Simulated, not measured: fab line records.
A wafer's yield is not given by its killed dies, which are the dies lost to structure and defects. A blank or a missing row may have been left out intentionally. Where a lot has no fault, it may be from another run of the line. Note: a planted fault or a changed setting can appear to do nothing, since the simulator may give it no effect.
Split-lot study || flow n5-finfet || on a route of 1938 steps: 7 lots, 21 wafers read

== THE SPLIT ITSELF ==
At N5_GATE_CUT_ALD_22 (deposits SiNx, target thk 16 nm, pulse time 1 s, ald cycles 320), the setting ald-cycles was moved away from the recipe's 320 on 5 of the 21 wafers read, by -7.2% to +16.6%. The other wafers ran this setting at the recipe's value.

Reading taken at the split's own step.

== THE READING ==
SiNx_of_GATE_CUT_ALD_22.thk-nm (the simulator's own value, which no gauge read), in nm, at N5_GATE_CUT_ALD_22 (deposits SiNx, target thk 16 nm, pulse time 1 s, ald cycles 320). No usual value for it is given in the file. The 16 wafers here that ran the recipe average 16.0 nm, standard deviation 0.078 nm.

{"wafer": "L079.4", "tool, chamber at the split": "ald-sin-04, 0,3", "ald-cycles as run": 320, "against the recipe": "recipe", "SiNx_of_GATE_CUT_ALD_22.thk-nm, nm": 16, "against lot-mates on the recipe": "-"}
{"wafer": "L079.5", "tool, chamber at the split": "ald-sin-04, 0,3", "ald-cycles as run": 320, "against the recipe": "recipe", "SiNx_of_GATE_CUT_ALD_22.thk-nm, nm": 16, "against lot-mates on the recipe": "-"}
{"wafer": "L079.6", "tool, chamber at the split": "ald-sin-04, 0", "ald-cycles as run": 320, "against the recipe": "recipe", "SiNx_of_GATE_CUT_ALD_22.thk-nm, nm": 16.2, "against lot-mates on the recipe": "-"}
{"wafer": "L089.1", "tool, chamber at the split": "ald-sin-02, 3", "ald-cycles as run": 344, "against the recipe": "+7.5%", "SiNx_of_GATE_CUT_ALD_22.thk-nm, nm": 17.2, "against lot-mates on the recipe": "+1.2"}
{"wafer": "L089.2", "tool, chamber at the split": "ald-sin-02, 1,0", "ald-cycles as run": 320, "against the recipe": "recipe", "SiNx_of_GATE_CUT_ALD_22.thk-nm, nm": 16, "against lot-mates on the recipe": "-"}
{"wafer": "L089.3", "tool, chamber at the split": "ald-sin-02, 1,0", "ald-cycles as run": 320, "against the recipe": "recipe", "SiNx_of_GATE_CUT_ALD_22.thk-nm, nm": 16, "against lot-mates on the recipe": "-"}
{"wafer": "L090.1", "tool, chamber at the split": "ald-sin-02, 2,0", "ald-cycles as run": 373, "against the recipe": "+16.6%", "SiNx_of_GATE_CUT_ALD_22.thk-nm, nm": 18.6, "against lot-mates on the recipe": "+2.6"}
{"wafer": "L090.2", "tool, chamber at the split": "ald-sin-02, 2,0", "ald-cycles as run": 373, "against the recipe": "+16.6%", "SiNx_of_GATE_CUT_ALD_22.thk-nm, nm": 18.6, "against lot-mates on the recipe": "+2.6"}
{"wafer": "L090.3", "tool, chamber at the split": "ald-sin-02, 3", "ald-cycles as run": 320, "against the recipe": "recipe", "SiNx_of_GATE_CUT_ALD_22.thk-nm, nm": 16, "against lot-mates on the recipe": "-"}
{"wafer": "L092.1", "tool, chamber at the split": "ald-sin-04, 3", "ald-cycles as run": 320, "against the recipe": "recipe", "SiNx_of_GATE_CUT_ALD_22.thk-nm, nm": 16, "against lot-mates on the recipe": "-"}
{"wafer": "L092.2", "tool, chamber at the split": "ald-sin-04, 0,2", "ald-cycles as run": 320, "against the recipe": "recipe", "SiNx_of_GATE_CUT_ALD_22.thk-nm, nm": 16.2, "against lot-mates on the recipe": "-"}
{"wafer": "L092.4", "tool, chamber at the split": "ald-sin-04, 0,2", "ald-cycles as run": 320, "against the recipe": "recipe", "SiNx_of_GATE_CUT_ALD_22.thk-nm, nm": 16.2, "against lot-mates on the recipe": "-"}
{"wafer": "L091.2", "tool, chamber at the split": "ald-sin-02, 1,0,3", "ald-cycles as run": 320, "against the recipe": "recipe", "SiNx_of_GATE_CUT_ALD_22.thk-nm, nm": 16, "against lot-mates on the recipe": "-"}
{"wafer": "L091.4", "tool, chamber at the split": "ald-sin-02, 1,0,3", "ald-cycles as run": 320, "against the recipe": "recipe", "SiNx_of_GATE_CUT_ALD_22.thk-nm, nm": 16, "against lot-mates on the recipe": "-"}
{"wafer": "L091.6", "tool, chamber at the split": "ald-sin-02, 1,0,3", "ald-cycles as run": 320, "against the recipe": "recipe", "SiNx_of_GATE_CUT_ALD_22.thk-nm, nm": 16, "against lot-mates on the recipe": "-"}
{"wafer": "L093.3", "tool, chamber at the split": "ald-sin-03, 0,1,2", "ald-cycles as run": 320, "against the recipe": "recipe", "SiNx_of_GATE_CUT_ALD_22.thk-nm, nm": 16, "against lot-mates on the recipe": "-"}
{"wafer": "L093.5", "tool, chamber at the split": "ald-sin-03, 0,1,2", "ald-cycles as run": 320, "against the recipe": "recipe", "SiNx_of_GATE_CUT_ALD_22.thk-nm, nm": 16, "against lot-mates on the recipe": "-"}
{"wafer": "L093.6", "tool, chamber at the split": "ald-sin-03, 0,1,2", "ald-cycles as run": 320, "against the recipe": "recipe", "SiNx_of_GATE_CUT_ALD_22.thk-nm, nm": 16, "against lot-mates on the recipe": "-"}
{"wafer": "L095.2", "tool, chamber at the split": "ald-sin-03, 2,0", "ald-cycles as run": 297, "against the recipe": "-7.2%", "SiNx_of_GATE_CUT_ALD_22.thk-nm, nm": 14.8, "against lot-mates on the recipe": -1.2}
{"wafer": "L095.4", "tool, chamber at the split": "ald-sin-03, 2,0", "ald-cycles as run": 297, "against the recipe": "-7.2%", "SiNx_of_GATE_CUT_ALD_22.thk-nm, nm": 14.8, "against lot-mates on the recipe": -1.2}
{"wafer": "L095.3", "tool, chamber at the split": "ald-sin-03, 3", "ald-cycles as run": 320, "against the recipe": "recipe", "SiNx_of_GATE_CUT_ALD_22.thk-nm, nm": 16, "against lot-mates on the recipe": "-"}
Rows listing several chambers each stand for several wafers; the file does not say which wafer went through which chamber.

FIT RESULTS
A straight line over all 21 wafers: SiNx_of_GATE_CUT_ALD_22.thk-nm changes by +0.158 nm for each +1% of ald-cycles; r = +1.00; the points scatter about the line by 0.079 nm.
The same after taking each lot's own level away (the mean of its wafers on the recipe; 21 wafers): +0.159 nm for each +1%; r = +1.00; scatter 0.057 nm.
The reading moves by 2.6 nm for the largest change in ald-cycles, on that fit.
From 16.00 to 16.13 nm: that is the span of the lots' own levels, equal to 1.7 times the standard deviation above.
The two slopes are in agreement: the lot-to-lot level therefore moves the slope only a little.
Check: +2.64 nm against its lot-mates is what the line predicts for one of the wafers moved furthest among these (+16.6%) when that wafer is left out of the fit. Against them it came out at +2.6 nm.

== ADDITIONAL SPLITS CARRIED BY THESE WAFERS ==
Note: prior to the reading, these wafers also went through further splits. Each is held against what the fit with the lots' levels taken away leaves over:
{"other split on the same wafers": "N5_SD_ACTIVATION_LSA_01 temp-c", "wafers away from the commonest value": 3, "r with SiNx_of_GATE_CUT_ALD_22.thk-nm (lot level and that fit taken away)": -0.33}
{"other split on the same wafers": "N5_HKMG_FIN_COAT_43 spin-rpm", "wafers away from the commonest value": 7, "r with SiNx_of_GATE_CUT_ALD_22.thk-nm (lot level and that fit taken away)": "+0.17"}
{"other split on the same wafers": "N5_HKMG_FIN_ETCH_55 bias-w", "wafers away from the commonest value": 6, "r with SiNx_of_GATE_CUT_ALD_22.thk-nm (lot level and that fit taken away)": "+0.07"}
{"other split on the same wafers": "N5_HKMG_FIN_ETCH_35 source-w", "wafers away from the commonest value": 6, "r with SiNx_of_GATE_CUT_ALD_22.thk-nm (lot level and that fit taken away)": "+0.27"}

== THE FILE'S OWN FIT ==
SiNx_of_GATE_CUT_ALD_22.thk-nm changes by +0.159 nm for each +1% of ald-cycles, r = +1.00.
